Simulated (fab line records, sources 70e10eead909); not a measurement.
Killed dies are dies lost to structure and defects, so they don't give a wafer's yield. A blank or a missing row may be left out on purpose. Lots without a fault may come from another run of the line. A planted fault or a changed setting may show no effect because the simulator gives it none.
Chamber matching | flow nand_harc | NHARC_A_BONDPAD_CMP_19 on cmp-01: 4 sister chambers
The step polishes, t overpolish 30 s, cu recess touch 16 s, target thk 169.82 nm. 4 wafers are shown with their chamber, then 7 later ones without.

WAFERS WITH THEIR CHAMBER
wafer  | chamber | motor_current_A (A)
L323.1 | 1       | 12.0
L325.2 | 3       | 10.0
L324.2 | 2       | 12.1
L324.5 | 0       | 14.5

WAFERS WITHOUT THEIR CHAMBER
wafer  | motor_current_A (A)
L324.6 | 12.1
L329.1 | 12.1
L329.3 | 13.5
L329.5 | 13.6
L327.1 | 11.9
L327.5 | 11.1
L327.6 | 10.2

WHICH CHAMBER EACH WENT THROUGH
wafer  | from the rows above          | in truth
L324.6 | can't be placed: 2 or 1      | 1
L329.1 | can't be placed: 2 or 1      | 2
L329.3 | can't be placed: 0 or 2 or 1 | 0
L329.5 | can't be placed: 0 or 2 or 1 | 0
L327.1 | can't be placed: 1 or 2      | 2
L327.5 | can't be placed: 1 or 2 or 3 | 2
L327.6 | 3                            | 3
Placed correctly: 1 of 7. Can't be placed from these rows: 6 (the true chamber is among the candidates in 6). Placed wrongly: 0.
How it was worked out, from the rows above alone: a wafer's distance from a chamber is the root of the sum, over the readings, of the square of ((its reading less the chamber's mean) divided by the reading's scatter). The wafer belongs to the nearest chamber; if the next one is less than 2 further off, it can't be placed. A chamber's mean is the mean of its shown wafers. The scatter: with one shown wafer a chamber, the root of the mean of the squares of how far each hidden wafer lies from its nearest shown one.
